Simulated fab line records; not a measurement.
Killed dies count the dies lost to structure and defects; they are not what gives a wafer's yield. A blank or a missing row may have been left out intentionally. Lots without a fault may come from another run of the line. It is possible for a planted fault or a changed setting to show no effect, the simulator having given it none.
fab line records | flow nand_harc | part 2 of 2: steps 5 to 6 of 6
[record] lots = 22 wafers = 66 last_day = 24
route steps=1159 shown A_STAIRCASE@614
lots with no fault: from the same line, run without faults
start_h: the number of hours between the record's first day and the start of the first shown wafer of the lot | wait_h: hours from the lot's prior step to this one | " as in the row above | L1.1+2: several wafers, shown together as one row | - value missing, or start not given | * or withheld: withheld | < > ~ a bound
route shown NAME@n: NAME is a module with steps in the file, n the number in the route of the first one | usual: mean/standard deviation of fault-free wafers | same: alike in all rows | chamber/n: place in a boat | sites: the reading at each site | _std_site: how widely they spread, as a standard deviation | _edge_site: outer sites' mean less inner sites' | radius_mm: for every site, how far away it sits from the centre of the wafer | mask NAME#n: copy n | behind: tool/chamber where the wafer was last shaped | hold: why the lot was held/for how many hours/how that ended | device: which transistor (n, p or np) failed to switch | end of line: the tests these same wafers got at the end of their route | a step given without rows: its recipe and nothing more | killed: the dies lost at the first sort to structure and to defects; this is not the yield of the wafer | map: a wafer's dies, marking killed ones x, the rest . and places with no die _
set.NAME: the setting that was run; set.NAME@STEP: the one run at that earlier step | model.NAME: the simulator's own value behind a step, which no gauge read
the route's steps for a sample of lots (tables are steps, rows are wafers)
services: the hour from which a tool's chamber was out of use, counted from the record's first day as start_h (under 0 if before that day), plus the number of hours and why
[[steps]]
[step NHARC_A_STAIRCASE_DESCUM_312]
[recipe] time_s = 3 o2_flow_sccm = 200 ar_flow_sccm = 0 bias_power_w = 0 chemistry = O2
[usual] drypump_motor_current_A = 5.8/0.32 mfc_ar_sccm = 0.010/0.013 oes_product_au = 0.997/0.0069 rf_vpp_V = 57.8/0.89 showerhead_plenum_p_Torr = 1.94/0.073 throttle_valve_pct = 11.310/0.0097
// columns lot.wafer tool chamber start_h wait_h drypump_motor_current_A mfc_ar_sccm oes_product_au rf_hours_counter_h rf_vpp_V showerhead_plenum_p_Torr throttle_valve_pct
L074.1 rie_diel-08 3 251.42 - 5.6 0 1.010 42 57.2 1.87 11.314
L074.5 " 3 " " 5.7 0 0.998 - 56.2 1.87 11.298
L074.6 " 0 " " 6.0 0.009 0.994 - 58.6 2.00 11.318
L075.4 rie_diel-13 1 268.08 - 6.2 0 0.993 68 58.3 1.87 11.319
L075.1 " 2 " " 5.8 0.014 1.006 65 57.9 1.93 11.303
L075.2 " 0 " " 5.9 0 0.989 67 56.6 1.77 11.318
L077.1 rie_diel-08 0 274.36 - 6.0 0.009 0.999 51 58.1 2.00 11.320
L077.5 " 0 " " 6.0 0.009 1.005 - 56.7 2.00 11.322
L077.6 " 1 " " 5.2 0 0.991 - 57.0 1.97 11.328
L078.2 rie_diel-05 2 278.33 - 5.7 0 1.005 40 57.5 1.92 11.322
L078.1 " 3 " " 6.3 0.017 0.983 40 56.6 1.93 11.294
L078.6 " 1 " " 5.9 0 0.995 - 57.8 2.02 11.312
L076.2 rie_diel-05 0 281.60 - 6.1 0.037 0.996 41 57.9 2.04 11.315
L076.4 " 2 " " 5.7 0 1.002 40 58.3 1.92 11.309
L076.6 " 0 " " 6.1 0.037 0.993 - 59.5 2.04 11.320
L079.2 rie_diel-05 1 284.35 - 5.9 0 1.002 37 58.9 2.02 11.326
L079.3 " 2 " " 5.6 0 1.001 41 57.2 1.92 11.300
L079.1 " 3 " " 6.3 0.017 0.989 41 57.6 1.93 11.319
L080.2 rie_diel-13 0 307.60 - 5.9 0 0.990 8 57.3 2.07 11.318
L080.6 " 0 " " 5.9 0 0.999 - 57.3 2.07 11.316
L080.5 " 1 " " 6.3 0 1.006 - 57.2 1.86 11.318
L082.1 rie_diel-05 0 308.74 - 6.1 0.037 1.000 47 59.5 2.04 11.308
L082.3 " 1 " " 5.9 0 0.991 45 57.6 2.02 11.314
L082.6 " 3 " " 6.2 0.017 0.981 - 57.0 1.93 11.311
L081.1 rie_diel-08 2 311.20 - 5.6 0.024 0.999 0 57.0 1.82 11.309
L081.5 " 3 " " 5.6 0 1.001 - 58.5 1.86 11.319
L081.6 " 0 " " 6.0 0.009 1.007 - 57.4 1.99 11.306
L083.4 rie_diel-13 2 316.82 - 5.8 0.014 1.002 13 56.0 1.93 11.309
L083.5 " 1 " " 6.2 0 1.000 - 58.3 1.86 11.314
L083.6 " 2 " " 5.8 0.014 1.006 - 56.5 1.93 11.318
L084.4 rie_diel-05 3 327.63 - 6.2 0.017 1.008 56 57.6 1.93 11.316
L084.1 " 0 " " 6.1 0.037 1.007 54 58.2 2.04 11.309
L084.6 " 0 " " 6.1 0.037 1.014 - 56.8 2.04 11.305
L086.2 rie_diel-08 1 331.29 - 5.2 0 0.981 7 56.8 1.96 11.332
L086.5 " 2 " " 5.6 0.024 0.989 - 57.4 1.82 11.303
L086.6 " 3 " " 5.7 0 0.989 - 57.1 1.86 11.308
L085.2 rie_diel-08 0 334.65 - 6.0 0.009 0.998 8 58.0 1.99 11.313
L085.4 " 1 " " 5.2 0 0.999 8 59.4 1.96 11.298
L085.6 " 1 " " 5.2 0 0.997 - 58.2 1.96 11.310
L087.4 rie_diel-05 0 350.68 - 6.1 0.037 1.002 0 58.1 2.03 11.301
L087.1 " 2 " " 5.6 0 1.002 0 56.7 1.91 11.320
L087.6 " 0 " " 6.1 0.037 1.002 - 58.9 2.03 11.321
L090.1 rie_diel-08 3 358.94 - 5.7 0 1.003 18 58.2 1.85 11.316
L090.6 " 3 " " 5.7 0 1.001 - 57.0 1.85 11.319
L090.5 " 0 " " 6.0 0.009 0.994 - 58.9 1.99 11.307
L091.3 rie_diel-05 2 359.13 - 5.6 0 1.004 4 55.4 1.91 11.310
L091.1 " 1 " " 5.9 0 0.996 4 58.2 2.01 11.314
L091.6 " 3 " " 6.3 0.017 0.992 - 58.2 1.93 11.305
L095.1 rie_diel-08 0 373.68 - 6.0 0.009 0.998 25 57.5 1.99 11.312
L095.6 " 2 " " 5.6 0.024 0.993 - 58.8 1.81 11.314
L095.5 " 3 " " 5.7 0 0.982 - 58.2 1.85 11.299
L093.4 rie_diel-08 3 376.17 - 5.7 0 0.994 25 57.7 1.85 11.319
L093.2 " 1 " " 5.2 0 0.996 24 58.1 1.95 11.306
L093.1 " 2 " " 5.6 0.024 0.993 25 57.3 1.81 11.315
L094.2 rie_diel-05 0 377.86 - 6.1 0.037 0.996 11 57.0 2.03 11.313
L094.3 " 2 " " 5.6 0 1.012 10 58.8 1.91 11.314
L094.6 " 1 " " 5.9 0 1.000 - 59.4 2.01 11.308
L092.1 rie_diel-08 2 381.38 - 5.6 0.024 0.997 27 58.1 1.81 11.311
L092.6 " 0 " " 6.0 0.009 0.999 - 57.4 1.99 11.326
L092.5 " 1 " " 5.2 0 0.999 - 57.2 1.95 11.306
L096.4 rie_diel-08 1 389.84 - 5.2 0 1.004 28 57.4 1.95 11.291
L096.3 " 2 " " 5.6 0.024 0.995 30 57.9 1.81 11.312
L096.6 " 0 " " 6.0 0.009 1.001 - 57.8 1.98 11.323
L097.3 rie_diel-08 3 391.25 - 5.7 0 1.001 31 57.9 1.85 11.328
L097.5 " 2 " " 5.6 0.024 0.990 - 57.7 1.81 11.319
L097.6 " 3 " " 5.7 0 0.999 - 57.5 1.85 11.315
[step NHARC_A_STAIRCASE_HM_OPEN_463]
[recipe] o2_flow_sccm = 400 cos_flow_sccm = 20 ar_flow_sccm = 0 rf_w = 500 bias_w = 300 chemistry = O2/COS
[usual] bias_w = 299.9/0.93 drypump_motor_current_A = 5.8/0.34 mfc_ar_sccm = 0.010/0.012 oes_product_au = 0.997/0.0079 rf_vpp_V = 468.1/2.4 showerhead_plenum_p_Torr = 3.16/0.11 throttle_valve_pct = 28.330/0.0082
// columns lot.wafer tool chamber start_h wait_h bias_w drypump_motor_current_A mfc_ar_sccm oes_product_au rf_hours_counter_h rf_vpp_V showerhead_plenum_p_Torr throttle_valve_pct
L074.1 rie_diel-08 2 - - 301.3 5.6 0.024 0.998 36 465.3 2.99 28.338
L074.6 " 3 " " 302.0 5.7 0 0.997 - 465.5 3.05 28.333
L074.5 " 0 " " 300.1 6.0 0.009 0.990 - 470.5 3.26 28.322
L075.2 rie_diel-13 0 - - 299.0 5.9 0 0.990 68 463.1 2.90 28.300
L075.1 " 1 " " 298.9 6.2 0 1.001 68 466.1 3.05 28.331
L075.4 " 2 " " 299.0 5.8 0.014 0.992 65 469.2 3.15 28.347
L077.1 rie_diel-08 2 - - 299.6 5.6 0.024 0.983 42 463.9 2.98 28.333
L077.5 " 0 " " 298.1 6.0 0.009 0.998 - 469.8 3.25 28.330
L077.6 " 1 " " 301.5 5.2 0 0.985 - 468.6 3.20 28.331
L078.1 rie_diel-05 2 - - 299.7 5.6 0 1.014 40 467.8 3.13 28.342
L078.2 " 3 " " 298.2 6.3 0.017 0.982 40 468.1 3.15 28.326
L078.6 " 2 " " 300.4 5.6 0 1.015 - 467.4 3.14 28.330
L076.4 rie_diel-05 2 - - 300.1 5.6 0 1.002 40 468.1 3.13 28.325
L076.2 " 0 " " 299.0 6.1 0.037 0.993 41 470.9 3.32 28.334
L076.6 " 1 " " 300.8 5.9 0 0.995 - 470.9 3.28 28.339
L079.1 rie_diel-05 3 - - 299.3 6.3 0.017 0.991 41 467.5 3.15 28.351
L079.2 " 1 " " 301.6 5.9 0 1.000 37 471.5 3.28 28.337
L079.3 " 2 " " 299.9 5.6 0 1.014 41 467.7 3.13 28.325
L080.2 rie_diel-13 3 - - 299.9 6.4 0.005 0.997 9 469.6 3.23 28.331
L080.5 " 0 " " 300.5 5.8 0 1.000 - 471.2 3.37 28.332
L080.6 " 1 " " 298.4 6.3 0 0.992 - 466.1 3.04 28.333
L082.3 rie_diel-05 1 - - 301.0 5.9 0 0.998 45 469.2 3.28 28.332
L082.1 " 2 " " 299.8 5.6 0 0.994 49 468.1 3.13 28.338
L082.6 " 0 " " 299.3 6.1 0.037 1.007 - 471.4 3.31 28.325
L081.1 rie_diel-08 2 - - 301.2 5.6 0.024 1.009 0 465.2 2.98 28.323
L081.6 " 0 " " 298.5 6.0 0.009 1.012 - 470.8 3.25 28.329
L081.5 " 1 " " 299.9 5.2 0 1.006 - 469.8 3.20 28.332
L083.5 rie_diel-13 3 - - 299.6 6.3 0.005 0.999 - 471.1 3.23 28.325
L083.6 " 0 " " 300.5 5.9 0 1.000 - 473.1 3.37 28.311
L083.4 " 1 " " 298.9 6.2 0 0.994 - 465.3 3.04 28.333
L084.1 rie_diel-05 3 - - 300.2 6.2 0.017 0.997 56 467.9 3.15 28.330
L084.4 " 0 " " 300.4 6.1 0.037 0.996 54 471.6 3.31 28.329
L084.6 " 0 " " 297.9 6.1 0.037 1.011 - 471.8 3.31 28.330
L086.2 rie_diel-08 1 - - 301.2 5.2 0 0.987 7 467.1 3.19 28.325
L086.6 " 1 " " 300.6 5.2 0 0.992 - 467.8 3.19 28.312
L086.5 " 2 " " 299.3 5.6 0.024 1.001 - 464.1 2.97 28.333
L085.2 rie_diel-08 1 - - 298.8 5.2 0 0.988 8 469.2 3.19 28.323
L085.4 " 2 " " 300.3 5.6 0.024 0.994 9 465.6 2.97 28.332
L085.6 " 1 " " 299.5 5.2 0 0.989 - 467.9 3.19 28.318
L087.4 rie_diel-05 2 - - 300.7 5.6 0 1.015 0 466.1 3.12 28.329
L087.1 " 3 " " 300.1 6.2 0.017 0.986 0 469.6 3.14 28.326
L087.6 " 1 " " 300.7 5.9 0 0.999 - 471.4 3.27 28.343
L090.1 rie_diel-08 3 - - 300.4 5.7 0 0.995 18 464.6 3.03 28.328
L090.5 " 0 " " 299.3 6.0 0.009 0.997 - 468.6 3.24 28.331
L090.6 " 1 " " 300.2 5.2 0 0.978 - 469.1 3.19 28.335
L091.3 rie_diel-05 3 - - 299.7 6.3 0.017 0.995 5 467.3 3.14 28.328
L091.1 " 0 " " 299.4 6.1 0.037 0.997 5 471.1 3.30 28.333
L091.6 " 2 " " 299.7 5.6 0 1.008 - 466.8 3.12 28.325
L095.1 rie_diel-08 0 - - 301.5 6.0 0.009 0.997 25 468.7 3.23 28.339
L095.6 " 1 " " 299.7 5.2 0 0.983 - 469.5 3.19 28.338
L095.5 " 2 " " 299.8 5.6 0.024 0.993 - 464.6 2.97 28.330
L093.4 rie_diel-08 0 - - 299.0 6.0 0.009 1.000 25 470.6 3.23 28.322
L093.1 " 1 " " 299.5 5.2 0 0.991 24 468.6 3.19 28.334
L093.2 " 2 " " 300.6 5.6 0.024 1.001 25 464.3 2.97 28.324
L094.2 rie_diel-05 3 - - 300.3 6.2 0.017 0.986 11 467.8 3.14 28.330
L094.3 " 1 " " 298.7 5.9 0 0.998 10 469.7 3.27 28.330
L094.6 " 3 " " 300.3 6.3 0.017 0.979 - 468.2 3.14 28.337
L092.1 rie_diel-08 3 - - 298.7 5.7 0 1.011 27 465.3 3.03 28.322
L092.6 " 1 " " 300.0 5.2 0 0.999 - 468.9 3.19 28.330
L092.5 " 2 " " 299.5 5.6 0.024 0.999 - 463.6 2.96 28.337
L096.4 rie_diel-08 0 - - 298.8 6.0 0.009 1.011 30 469.2 3.23 28.333
L096.3 " 1 " " 301.2 5.2 0 0.997 28 468.6 3.18 28.331
L096.6 " 0 " " 298.6 6.0 0.009 1.004 - 469.3 3.23 28.321
L097.3 rie_diel-08 0 - - 299.6 6.0 0.009 0.997 31 470.0 3.23 28.335
L097.6 " 3 " " 299.9 5.7 0 0.990 - 466.4 3.02 28.343
L097.5 " 0 " " 300.8 6.0 0.009 0.996 - 469.0 3.23 28.334
[[services]]
// columns tool chamber start_h hours kind
rie_diel-13 1 219.31 4.5 repair
rie_diel-08 - 219.92 0.8 repair
acl_dep-03 - 223.63 13.0 pm
rie_diel-08 0 232.13 - clean
rie_diel-08 1 232.13 - clean
rie_diel-08 2 232.13 - clean
rie_diel-08 3 232.13 - clean
plasma_asher-02 - 232.42 1.0 repair
rie_diel-08 0 256.63 - clean
rie_diel-08 1 256.63 - clean
rie_diel-08 2 256.63 - clean
rie_diel-08 3 256.63 - clean
rie_diel-13 3 261.93 3.9 repair
rie_diel-05 1 263.63 6.6 repair
plasma_asher-01 - 276.00 9.0 pm
rie_diel-13 - 276.14 9.0 pm
rie_diel-08 0 281.61 - clean
rie_diel-08 1 281.61 - clean
acl_dep-01 - 293.03 13.0 pm
rie_diel-08 3 325.44 4.3 repair
rie_diel-05 - 341.54 9.0 pm
acl_dep-02 - 349.28 13.0 pm
plasma_asher-02 - 360.65 9.0 pm
rie_diel-05 2 373.55 2.0 repair
